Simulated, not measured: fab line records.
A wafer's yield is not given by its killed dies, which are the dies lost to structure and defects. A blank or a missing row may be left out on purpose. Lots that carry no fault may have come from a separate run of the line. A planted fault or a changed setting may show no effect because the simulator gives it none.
What tool caused it? :: flow n5_finfet :: 32 wafers from 11 lots sampled at 3 of the route's 1938 steps

WHAT THE GAUGES READ, wafer by wafer
N5_BEOL_M6_CD_MEAS_35: target cd 40 nm, target cd y 28 nm. Usual: cd_nm at 39.8 nm, with a standard deviation of 0.53.
lot: L386
measured: day 8 14:27
on: cd_sem-02
cd_nm (nm): 40.8 40.7 39.8
flag: 

lot: L387
measured: day 8 14:03
on: cd_sem-02
cd_nm (nm): 38.7 39.2 38.8
flag: 

lot: L390
measured: day 9 16:03
on: cd_sem-02
cd_nm (nm): 40.8 40.3 39.8
flag: 

lot: L391
measured: day 10 01:50
on: cd_sem-01
cd_nm (nm): 39.6 39.8 39.9
flag: 

lot: L393
measured: day 10 06:50
on: cd_sem-01
cd_nm (nm): 39.5 39.8 40.5
flag: 

lot: L394
measured: day 10 07:22
on: cd_sem-01
cd_nm (nm): 39.4 39.5 39.8
flag: 

lot: L396
measured: day 11 09:44
on: cd_sem-03
cd_nm (nm): 39.5 39.6 39.0
flag: 

lot: L397
measured: day 11 13:16
on: cd_sem-02
cd_nm (nm): 39.7 39.8 39.2
flag: 

lot: L399
measured: day 11 23:14
on: cd_sem-03
cd_nm (nm): 39.4 38.8
flag: 

lot: L404
measured: day 13 06:28
on: cd_sem-03
cd_nm (nm): 39.8 40.9 40.5
flag: 

lot: L407
measured: day 13 18:37
on: cd_sem-01
cd_nm (nm): 40.0 39.7 39.2
flag: 

EACH LOT AND THE TOOL THAT RAN IT (in order: tool; ch and the chambers of the sampled wafers; start)
lot: L386
N5_BEOL_M6_PECVD_70: pecvd-03 ch 0,1, day 8 09:10
N5_BEOL_M6_STRIP_80: rie_diel-06 ch 0,3, day 8 14:27 or earlier

lot: L387
N5_BEOL_M6_PECVD_70: pecvd-01 ch 0,1,2, day 8 10:25
N5_BEOL_M6_STRIP_80: rie_diel-06 ch 1,2, day 8 14:03 or earlier

lot: L390
N5_BEOL_M6_PECVD_70: pecvd-02 ch 0,1,2, day 9 12:44
N5_BEOL_M6_STRIP_80: rie_diel-06 ch 0,1,2, day 9 16:03 or earlier

lot: L391
N5_BEOL_M6_PECVD_70: pecvd-02 ch 0,1, day 9 21:00
N5_BEOL_M6_STRIP_80: rie_diel-02 ch 0,2,3, day 10 01:50 or earlier

lot: L393
N5_BEOL_M6_PECVD_70: pecvd-01 ch 0,1, day 10 03:31
N5_BEOL_M6_STRIP_80: rie_diel-02 ch 0,1,2, day 10 06:50 or earlier

lot: L394
N5_BEOL_M6_PECVD_70: pecvd-02 ch 0,1,2, day 10 04:31
N5_BEOL_M6_STRIP_80: rie_diel-05 ch 0,2,3, day 10 07:22 or earlier

lot: L396
N5_BEOL_M6_PECVD_70: pecvd-03 ch 1,2, day 11 04:04
N5_BEOL_M6_STRIP_80: rie_diel-02 ch 0,1, day 11 09:44 or earlier

lot: L397
N5_BEOL_M6_PECVD_70: pecvd-01 ch 0,1,2, day 11 09:38
N5_BEOL_M6_STRIP_80: rie_diel-06 ch 0,3, day 11 13:16 or earlier

lot: L399
N5_BEOL_M6_PECVD_70: pecvd-03 ch 0,1, day 11 19:43
N5_BEOL_M6_STRIP_80: rie_diel-05 ch 0,1, day 11 23:14 or earlier

lot: L404
N5_BEOL_M6_PECVD_70: pecvd-03 ch 0,1,2, day 13 02:54
N5_BEOL_M6_STRIP_80: rie_diel-06 ch 1,3, day 13 06:28 or earlier

lot: L407
N5_BEOL_M6_PECVD_70: pecvd-03 ch 0,1,2, day 13 13:35
N5_BEOL_M6_STRIP_80: rie_diel-06 ch 0,2,3, day 13 18:37 or earlier
- N5_BEOL_M6_PECVD_70: deposits SiO2 from TEOS/O2, target thk 20 nm, time 22.7 s.
- N5_BEOL_M6_STRIP_80: strips in N2/H2, time 10 s.

WHAT THE TOOLS THEMSELVES READ (means of the sampled wafers that have a number; where no wafer has one, the mark that the record gives instead)
N5_BEOL_M6_PECVD_70. Usual: heater_power_w 716 W, standard deviation 94; showerhead_plenum_p_Torr 8.75 Torr, standard deviation 0.033; throttle_valve_pct 22.0 %, standard deviation 1.9.
lot: L386
tool: pecvd-03
heater_power_w (W): 722
showerhead_plenum_p_Torr (Torr): 8.74
throttle_valve_pct (%): 20.9
flag: 

lot: L387
tool: pecvd-01
heater_power_w (W): 764
showerhead_plenum_p_Torr (Torr): 8.75
throttle_valve_pct (%): 22.3
flag: 

lot: L390
tool: pecvd-02
heater_power_w (W): 660
showerhead_plenum_p_Torr (Torr): 8.74
throttle_valve_pct (%): 22.1
flag: 

lot: L391
tool: pecvd-02
heater_power_w (W): 729
showerhead_plenum_p_Torr (Torr): 8.77
throttle_valve_pct (%): 22.9
flag: 

lot: L393
tool: pecvd-01
heater_power_w (W): 769
showerhead_plenum_p_Torr (Torr): 8.72
throttle_valve_pct (%): 22.1
flag: 

lot: L394
tool: pecvd-02
heater_power_w (W): 690
showerhead_plenum_p_Torr (Torr): 8.76
throttle_valve_pct (%): 22.0
flag: 

lot: L396
tool: pecvd-03
heater_power_w (W): 637
showerhead_plenum_p_Torr (Torr): 8.75
throttle_valve_pct (%): 21.9
flag: 

lot: L397
tool: pecvd-01
heater_power_w (W): 731
showerhead_plenum_p_Torr (Torr): 8.76
throttle_valve_pct (%): 21.8
flag: 

lot: L399
tool: pecvd-03
heater_power_w (W): 754
showerhead_plenum_p_Torr (Torr): 8.75
throttle_valve_pct (%): 21.4
flag: 

lot: L404
tool: pecvd-03
heater_power_w (W): 730
showerhead_plenum_p_Torr (Torr): 8.75
throttle_valve_pct (%): 21.7
flag: 

lot: L407
tool: pecvd-03
heater_power_w (W): 714
showerhead_plenum_p_Torr (Torr): 8.74
throttle_valve_pct (%): 21.7
flag: 

N5_BEOL_M6_STRIP_80. Usual: drypump_motor_current_A 5.8 A, standard deviation 0.46; oes_product_au 0.75 a.u., standard deviation 0.062; rf_vpp_V 59.3 V, standard deviation 0.85; showerhead_plenum_p_Torr 2.56 Torr, standard deviation 0.055; throttle_valve_pct 23.75 %, standard deviation 0.28.
lot: L386
tool: rie_diel-06
drypump_motor_current_A (A): 5.9
oes_product_au (a.u.): 0.78
rf_vpp_V (V): 59.6
showerhead_plenum_p_Torr (Torr): 2.54
throttle_valve_pct (%): 23.97
flag: 

lot: L387
tool: rie_diel-06
drypump_motor_current_A (A): 5.6
oes_product_au (a.u.): 0.72
rf_vpp_V (V): 59.5
showerhead_plenum_p_Torr (Torr): 2.59
throttle_valve_pct (%): 23.52
flag: 

lot: L390
tool: rie_diel-06
drypump_motor_current_A (A): 5.9
oes_product_au (a.u.): 0.72
rf_vpp_V (V): 59.7
showerhead_plenum_p_Torr (Torr): 2.56
throttle_valve_pct (%): 23.79
flag: 

lot: L391
tool: rie_diel-02
drypump_motor_current_A (A): 5.8
oes_product_au (a.u.): 0.78
rf_vpp_V (V): 59.7
showerhead_plenum_p_Torr (Torr): 2.59
throttle_valve_pct (%): 23.94
flag: 

lot: L393
tool: rie_diel-02
drypump_motor_current_A (A): 6.0
oes_product_au (a.u.): 0.75
rf_vpp_V (V): 58.9
showerhead_plenum_p_Torr (Torr): 2.57
throttle_valve_pct (%): 23.79
flag: 

lot: L394
tool: rie_diel-05
drypump_motor_current_A (A): 5.3
oes_product_au (a.u.): 0.77
rf_vpp_V (V): 60.5
showerhead_plenum_p_Torr (Torr): 2.60
throttle_valve_pct (%): 23.47
flag: 

lot: L396
tool: rie_diel-02
drypump_motor_current_A (A): 6.5
oes_product_au (a.u.): 0.78
rf_vpp_V (V): 60.1
showerhead_plenum_p_Torr (Torr): 2.64
throttle_valve_pct (%): 23.78
flag: 

lot: L397
tool: rie_diel-06
drypump_motor_current_A (A): 5.9
oes_product_au (a.u.): 0.77
rf_vpp_V (V): 59.4
showerhead_plenum_p_Torr (Torr): 2.53
throttle_valve_pct (%): 24.00
flag: 

lot: L399
tool: rie_diel-05
drypump_motor_current_A (A): 5.8
oes_product_au (a.u.): 0.78
rf_vpp_V (V): 59.4
showerhead_plenum_p_Torr (Torr): 2.54
throttle_valve_pct (%): 23.81
flag: 

lot: L404
tool: rie_diel-06
drypump_motor_current_A (A): 5.7
oes_product_au (a.u.): 0.71
rf_vpp_V (V): 59.2
showerhead_plenum_p_Torr (Torr): 2.58
throttle_valve_pct (%): 23.64
flag: 

lot: L407
tool: rie_diel-06
drypump_motor_current_A (A): 5.9
oes_product_au (a.u.): 0.73
rf_vpp_V (V): 58.9
showerhead_plenum_p_Torr (Torr): 2.52
throttle_valve_pct (%): 23.94
flag: 

THE ANSWER, worked out from the rows above alone
Rule: take the mean of a lot's wafers that have a number; if it is more than 3 standard deviations from the usual mean, the lot is off. A lot without any number at a reading at which 4 lots or more have one is off too. The other lots that the step has rows for count as sound. Order of review: gauges by route order, followed by the tools' own readings, for which a lot's mean as printed above is used. The first step at which some lot is off is used, and at that step the reading that is off furthest; a lot without a number counts as furthest.
No lot is off at any reading shown: from this, nothing can be told.

WHAT THE SIMULATOR HAD INSERTED
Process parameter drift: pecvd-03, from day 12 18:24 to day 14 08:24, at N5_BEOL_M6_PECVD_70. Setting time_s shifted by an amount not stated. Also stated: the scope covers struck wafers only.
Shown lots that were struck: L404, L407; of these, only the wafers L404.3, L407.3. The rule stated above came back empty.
